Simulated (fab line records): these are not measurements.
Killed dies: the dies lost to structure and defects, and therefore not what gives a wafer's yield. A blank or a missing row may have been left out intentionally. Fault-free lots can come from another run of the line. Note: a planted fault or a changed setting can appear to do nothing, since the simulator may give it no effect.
Split-lot trial || flow n5Finfet || 39 wafers read from 7 lots, route of 1938 steps

## ABOUT THE SPLIT
At N5_HKMG_FIN_EXPOSE_46 (exposes mask NDIPOLE), the setting doseMj was moved away from the recipe's 40 on 18 of the 39 wafers read, by -6.1% to +7.5%. The other wafers ran this setting at the recipe's value.

## FROM THE SPLIT TO THE READING: what the file shows between them, 2 steps
- N5_HKMG_FIN_PEB_47: peb time 60 s
- N5_HKMG_FIN_DEVELOP_48: develop time 30 s

## THE READING
cdNm, in nm, at N5_HKMG_FIN_CD_MEAS_49 (target cd 202 nm). A value of 202.1 nm with a standard deviation of 0.9 nm is what fault-free wafers of this fab line usually give.

{"wafer": "L075.1", "tool, chamber at the split": "arfiScanner-01, 0", "doseMj as run": 38.49, "against the recipe": "-3.8%", "cdNm, nm": 198.6, "against lot-mates on the recipe": -3.1}
{"wafer": "L075.2", "tool, chamber at the split": "arfiScanner-01, 0", "doseMj as run": 38.49, "against the recipe": "-3.8%", "cdNm, nm": 198.8, "against lot-mates on the recipe": -2.9}
{"wafer": "L075.3", "tool, chamber at the split": "arfiScanner-01, 0", "doseMj as run": 40, "against the recipe": "recipe", "cdNm, nm": 201.3, "against lot-mates on the recipe": "-"}
{"wafer": "L075.4", "tool, chamber at the split": "arfiScanner-01, 0", "doseMj as run": 40, "against the recipe": "recipe", "cdNm, nm": 201.9, "against lot-mates on the recipe": "-"}
{"wafer": "L075.5", "tool, chamber at the split": "arfiScanner-01, 0", "doseMj as run": 40, "against the recipe": "recipe", "cdNm, nm": 202.0, "against lot-mates on the recipe": "-"}
{"wafer": "L075.6", "tool, chamber at the split": "arfiScanner-01, 0", "doseMj as run": 38.49, "against the recipe": "-3.8%", "cdNm, nm": 200.7, "against lot-mates on the recipe": -1.0}
{"wafer": "L083.1", "tool, chamber at the split": "arfiScanner-03, 0", "doseMj as run": 40, "against the recipe": "recipe", "cdNm, nm": 203.7, "against lot-mates on the recipe": "-"}
{"wafer": "L083.2", "tool, chamber at the split": "arfiScanner-03, 0", "doseMj as run": 39.11, "against the recipe": "-2.2%", "cdNm, nm": 200.9, "against lot-mates on the recipe": -1.0}
{"wafer": "L083.3", "tool, chamber at the split": "arfiScanner-03, 0", "doseMj as run": 39.11, "against the recipe": "-2.2%", "cdNm, nm": 200.4, "against lot-mates on the recipe": -1.5}
{"wafer": "L083.4", "tool, chamber at the split": "arfiScanner-03, 0", "doseMj as run": 40, "against the recipe": "recipe", "cdNm, nm": 201.3, "against lot-mates on the recipe": "-"}
{"wafer": "L083.5", "tool, chamber at the split": "arfiScanner-03, 0", "doseMj as run": 40, "against the recipe": "recipe", "cdNm, nm": 200.8, "against lot-mates on the recipe": "-"}
{"wafer": "L083.6", "tool, chamber at the split": "arfiScanner-03, 0", "doseMj as run": 39.11, "against the recipe": "-2.2%", "cdNm, nm": 200.4, "against lot-mates on the recipe": -1.5}
{"wafer": "L084.1", "tool, chamber at the split": "arfiScanner-01, 0", "doseMj as run": 37.57, "against the recipe": "-6.1%", "cdNm, nm": 196.8, "against lot-mates on the recipe": -4.5}
{"wafer": "L084.2", "tool, chamber at the split": "arfiScanner-01, 0", "doseMj as run": 40, "against the recipe": "recipe", "cdNm, nm": 202.8, "against lot-mates on the recipe": "-"}
{"wafer": "L084.3", "tool, chamber at the split": "arfiScanner-01, 0", "doseMj as run": 37.57, "against the recipe": "-6.1%", "cdNm, nm": 198.4, "against lot-mates on the recipe": -2.9}
{"wafer": "L084.4", "tool, chamber at the split": "arfiScanner-01, 0", "doseMj as run": 40, "against the recipe": "recipe", "cdNm, nm": 201.1, "against lot-mates on the recipe": "-"}
{"wafer": "L084.5", "tool, chamber at the split": "arfiScanner-01, 0", "doseMj as run": 40, "against the recipe": "recipe", "cdNm, nm": 200.0, "against lot-mates on the recipe": "-"}
{"wafer": "L084.6", "tool, chamber at the split": "arfiScanner-01, 0", "doseMj as run": 37.57, "against the recipe": "-6.1%", "cdNm, nm": 196.6, "against lot-mates on the recipe": -4.7}
{"wafer": "L092.1", "tool, chamber at the split": "arfiScanner-03, 0", "doseMj as run": 38.28, "against the recipe": "-4.3%", "cdNm, nm": 200.7, "against lot-mates on the recipe": -2.7}
{"wafer": "L092.2", "tool, chamber at the split": "arfiScanner-03, 0", "doseMj as run": 38.28, "against the recipe": "-4.3%", "cdNm, nm": 199.4, "against lot-mates on the recipe": -4.0}
{"wafer": "L092.3", "tool, chamber at the split": "arfiScanner-03, 0", "doseMj as run": 40, "against the recipe": "recipe", "cdNm, nm": 204.4, "against lot-mates on the recipe": "-"}
{"wafer": "L092.4", "tool, chamber at the split": "arfiScanner-03, 0", "doseMj as run": 40, "against the recipe": "recipe", "cdNm, nm": 203.4, "against lot-mates on the recipe": "-"}
{"wafer": "L092.5", "tool, chamber at the split": "arfiScanner-03, 0", "doseMj as run": 38.28, "against the recipe": "-4.3%", "cdNm, nm": 199.5, "against lot-mates on the recipe": -3.9}
{"wafer": "L092.6", "tool, chamber at the split": "arfiScanner-03, 0", "doseMj as run": 40, "against the recipe": "recipe", "cdNm, nm": 202.4, "against lot-mates on the recipe": "-"}
{"wafer": "L093.1", "tool, chamber at the split": "arfiScanner-03, 0", "doseMj as run": 40, "against the recipe": "recipe", "cdNm, nm": 201.7, "against lot-mates on the recipe": "-"}
{"wafer": "L093.2", "tool, chamber at the split": "arfiScanner-03, 0", "doseMj as run": 40, "against the recipe": "recipe", "cdNm, nm": 201.7, "against lot-mates on the recipe": "-"}
{"wafer": "L093.4", "tool, chamber at the split": "arfiScanner-03, 0", "doseMj as run": 40, "against the recipe": "recipe", "cdNm, nm": 200.6, "against lot-mates on the recipe": "-"}
{"wafer": "L094.1", "tool, chamber at the split": "arfiScanner-01, 0", "doseMj as run": 43.01, "against the recipe": "+7.5%", "cdNm, nm": 207.1, "against lot-mates on the recipe": "+4.7"}
{"wafer": "L094.2", "tool, chamber at the split": "arfiScanner-01, 0", "doseMj as run": 43.01, "against the recipe": "+7.5%", "cdNm, nm": 207.0, "against lot-mates on the recipe": "+4.6"}
{"wafer": "L094.3", "tool, chamber at the split": "arfiScanner-01, 0", "doseMj as run": 43.01, "against the recipe": "+7.5%", "cdNm, nm": 207.0, "against lot-mates on the recipe": "+4.6"}
{"wafer": "L094.4", "tool, chamber at the split": "arfiScanner-01, 0", "doseMj as run": 40, "against the recipe": "recipe", "cdNm, nm": 203.2, "against lot-mates on the recipe": "-"}
{"wafer": "L094.5", "tool, chamber at the split": "arfiScanner-01, 0", "doseMj as run": 40, "against the recipe": "recipe", "cdNm, nm": 201.0, "against lot-mates on the recipe": "-"}
{"wafer": "L094.6", "tool, chamber at the split": "arfiScanner-01, 0", "doseMj as run": 40, "against the recipe": "recipe", "cdNm, nm": 203.1, "against lot-mates on the recipe": "-"}
{"wafer": "L096.1", "tool, chamber at the split": "arfiScanner-03, 0", "doseMj as run": 42.32, "against the recipe": "+5.8%", "cdNm, nm": 205.3, "against lot-mates on the recipe": "+2.6"}
{"wafer": "L096.2", "tool, chamber at the split": "arfiScanner-03, 0", "doseMj as run": 42.32, "against the recipe": "+5.8%", "cdNm, nm": 205.2, "against lot-mates on the recipe": "+2.5"}
{"wafer": "L096.3", "tool, chamber at the split": "arfiScanner-03, 0", "doseMj as run": 40, "against the recipe": "recipe", "cdNm, nm": 203.0, "against lot-mates on the recipe": "-"}
{"wafer": "L096.4", "tool, chamber at the split": "arfiScanner-03, 0", "doseMj as run": 42.32, "against the recipe": "+5.8%", "cdNm, nm": 205.6, "against lot-mates on the recipe": "+2.9"}
{"wafer": "L096.5", "tool, chamber at the split": "arfiScanner-03, 0", "doseMj as run": 40, "against the recipe": "recipe", "cdNm, nm": 202.0, "against lot-mates on the recipe": "-"}
{"wafer": "L096.6", "tool, chamber at the split": "arfiScanner-03, 0", "doseMj as run": 40, "against the recipe": "recipe", "cdNm, nm": 203.2, "against lot-mates on the recipe": "-"}

FIT RESULTS
A straight line over all 39 wafers: cdNm changes by +0.658 nm for each +1% of doseMj; r = +0.92; the points scatter about the line by 0.99 nm.
The same after taking each lot's own level away (the mean of its wafers on the recipe; 39 wafers): +0.613 nm for each +1%; r = +0.94; scatter 0.84 nm.
The reading moves by 4.6 nm for the largest change in doseMj, on that fit.
Across the lots, their own levels run from 201.30 to 203.40 nm, a range of 2.3 times the standard deviation given above.
The two slopes agree, so the slope changes little with the lot-to-lot level.
Check: with one of the wafers moved furthest among these (+7.5%) left out of the fit, the line predicts +4.4 nm for it against its lot-mates. It came out at +4.67 nm against them.

## THE OTHER SPLITS THESE WAFERS WENT THROUGH
Other splits were also applied to these wafers ahead of the reading. Each is held against what the fit with the lots' levels taken away leaves over:
{"other split on the same wafers": "N5_DUMMY_GATE_HM_DEP_06 timeS", "wafers away from the commonest value": 30, "r with cdNm (lot level and that fit taken away)": -0.01}
{"other split on the same wafers": "N5_DUMMY_GATE_EXPOSE_12 doseMj", "wafers away from the commonest value": 15, "r with cdNm (lot level and that fit taken away)": -0.08}
{"other split on the same wafers": "N5_DUMMY_GATE_ETCH_37 sourceW", "wafers away from the commonest value": 15, "r with cdNm (lot level and that fit taken away)": -0.04}
{"other split on the same wafers": "N5_SPACER0_ALD_00 aldCycles", "wafers away from the commonest value": 12, "r with cdNm (lot level and that fit taken away)": "+0.11"}

## THE FILE'S OWN FIT
cdNm changes by +0.619 nm for each +1% of doseMj, r = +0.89.
